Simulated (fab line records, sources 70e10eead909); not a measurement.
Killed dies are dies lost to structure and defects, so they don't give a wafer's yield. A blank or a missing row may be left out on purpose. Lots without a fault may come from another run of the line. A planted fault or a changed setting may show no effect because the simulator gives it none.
Chamber matching | flow nand_harc | NHARC_P_CONTACT_ETCH_35 on rie_diel-04: 4 sister chambers
The step etches the open film in CF4, target depth 39 nm, time 65 s. 18 wafers are shown with their chamber, then 8 later ones without.

WAFERS WITH THEIR CHAMBER
wafer  | chamber | showerhead_plenum_p_Torr (Torr) | drypump_motor_current_A (A) | oes_product_au (a.u.)
L949.1 | 2       | 1.70                            | 6.0                         | 1.022
L949.2 | 3       | 1.66                            | 5.5                         | 0.998
L949.4 | 1       | 1.85                            | 5.4                         | 0.992
L950.1 | 0       | 1.86                            | 6.3                         | 1.004
L950.3 | 2       | 1.70                            | 6.0                         | 1.021
L950.5 | 1       | 1.85                            | 5.5                         | 1.002
L953.3 | 3       | 1.67                            | 5.5                         | 0.993
L953.5 | 0       | 1.86                            | 6.3                         | 0.988
L953.6 | 3       | 1.67                            | 5.5                         | 0.994
L954.1 | 1       | 1.85                            | 5.4                         | 1.007
L954.3 | 2       | 1.70                            | 6.0                         | 1.020
L954.5 | 3       | 1.67                            | 5.5                         | 0.997
L957.2 | 0       | 1.86                            | 6.3                         | 0.997
L957.4 | 1       | 1.85                            | 5.5                         | 1.006
L957.6 | 1       | 1.85                            | 5.5                         | 1.007
L960.2 | 0       | 1.86                            | 6.3                         | 1.013
L960.4 | 3       | 1.66                            | 5.5                         | 0.990
L960.6 | 0       | 1.86                            | 6.3                         | 1.001

SIGNATURES (means of the wafers above)
reading                  | chamber 0 | chamber 1 | chamber 2 | chamber 3 | scatter within a chamber
showerhead_plenum_p_Torr | 1.8600    | 1.8500    | 1.7000    | 1.6660    | 0.00293
drypump_motor_current_A  | 6.300     | 5.460     | 6.000     | 5.500     | 0.0293
oes_product_au           | 1.00060   | 1.00280   | 1.02100   | 0.99440   | 0.00623
Rule: a wafer's distance from a chamber is the root of the sum, over the readings, of the square of ((its reading less the chamber's mean) divided by the reading's scatter). The wafer belongs to the nearest chamber; if the next one is less than 2 further off, it can't be placed. The scatter: the root of (the sum of the squares of (reading less its chamber's mean) over the shown wafers, divided by (wafers less chambers)).

WAFERS WITHOUT THEIR CHAMBER
wafer  | showerhead_plenum_p_Torr (Torr) | drypump_motor_current_A (A) | oes_product_au (a.u.)
L962.1 | 1.66                            | 5.5                         | 0.992
L962.5 | 1.85                            | 5.5                         | 0.998
L962.6 | 1.85                            | 6.2                         | 1.005
L963.1 | 1.86                            | 6.3                         | 1.011
L963.4 | 1.70                            | 6.0                         | 1.015
L963.5 | 1.70                            | 6.0                         | 1.015
L966.3 | 1.66                            | 5.5                         | 1.000
L966.5 | 1.70                            | 6.0                         | 1.013

WHICH CHAMBER EACH WENT THROUGH
wafer  | from the rows above | in truth
L962.1 | 3                   | 3
L962.5 | 1                   | 1
L962.6 | 0                   | 0
L963.1 | 0                   | 0
L963.4 | 2                   | 2
L963.5 | 2                   | 2
L966.3 | 3                   | 3
L966.5 | 2                   | 2
Placed correctly: 8 of 8. Can't be placed from these rows: 0. Placed wrongly: 0.
